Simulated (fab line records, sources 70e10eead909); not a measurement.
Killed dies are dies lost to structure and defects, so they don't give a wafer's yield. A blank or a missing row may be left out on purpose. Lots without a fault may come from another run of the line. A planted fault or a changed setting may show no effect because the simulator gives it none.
One fault seen from 2 desks | flow nand_harc | each desk has only its own numbers; what lay behind them comes last

THE METROLOGY DESK
What the gauges read, lot by lot, whatever tool the lot ran on: means of the sampled wafers that have a number. A lot is out of limits, marked OUT, if its mean lies more than 4 standard deviations from the usual mean; the brackets give that distance.
Columns: A = thk_nm at NHARC_A_DECK1_JOINT_THK_MEAS_17, usual 44.7 nm
lot  | first seen here | A
L195 | day 12 00:56    | 44.3
L196 | day 12 23:43    | 45.9
L200 | day 14 10:00    | 45.2
L202 | day 15 06:22    | 45.6
L204 | day 15 22:32    | 44.7
L206 | day 17 04:17    | 45.8
L207 | day 17 04:17    | 45.6
L208 | day 17 04:28    | 48.5
L216 | day 21 00:43    | 44.5
L217 | day 21 06:32    | 44.8
L218 | day 22 06:01    | 43.6
This desk's finding: nothing out of limits on any of the 11 lots.

THE TOOL OWNER'S DESK: pecvd-01
The tool's own readings at NHARC_A_DECK1_JOINT_DEP_16 (deposits SiO2, target thk 45 nm): means of the sampled wafers that have a number, for each lot that ran on this tool. A lot is out of limits, marked OUT, if its mean lies more than 4 standard deviations from the usual mean; the brackets give that distance.
Columns: A = flow_sccm at NHARC_A_DECK1_JOINT_DEP_16, usual 2649 sccm; B = heater_power_w at NHARC_A_DECK1_JOINT_DEP_16, usual 525 W; C = throttle_valve_pct at NHARC_A_DECK1_JOINT_DEP_16, usual 15.9 %
lot  | first seen here | A    | B   | C
L196 | day 12 23:28    | 2646 | 527 | 16.2
L202 | day 15 06:10    | 2650 | 518 | 15.6
L204 | day 15 22:17    | 2656 | 521 | 15.7
L206 | day 17 04:01    | 2651 | 512 | 15.9
L208 | day 17 04:16    | 2657 | 516 | 15.6
L216 | day 21 00:28    | 2640 | 604 | 15.4
L217 | day 21 06:16    | 2648 | 503 | 15.8
This desk's finding: nothing out of limits on any of the 7 lots.

PUT TOGETHER
The metrology desk saw nothing out of limits.
The tool owner's desk saw nothing out of limits.

WHAT THE SIMULATOR HAD PUT IN
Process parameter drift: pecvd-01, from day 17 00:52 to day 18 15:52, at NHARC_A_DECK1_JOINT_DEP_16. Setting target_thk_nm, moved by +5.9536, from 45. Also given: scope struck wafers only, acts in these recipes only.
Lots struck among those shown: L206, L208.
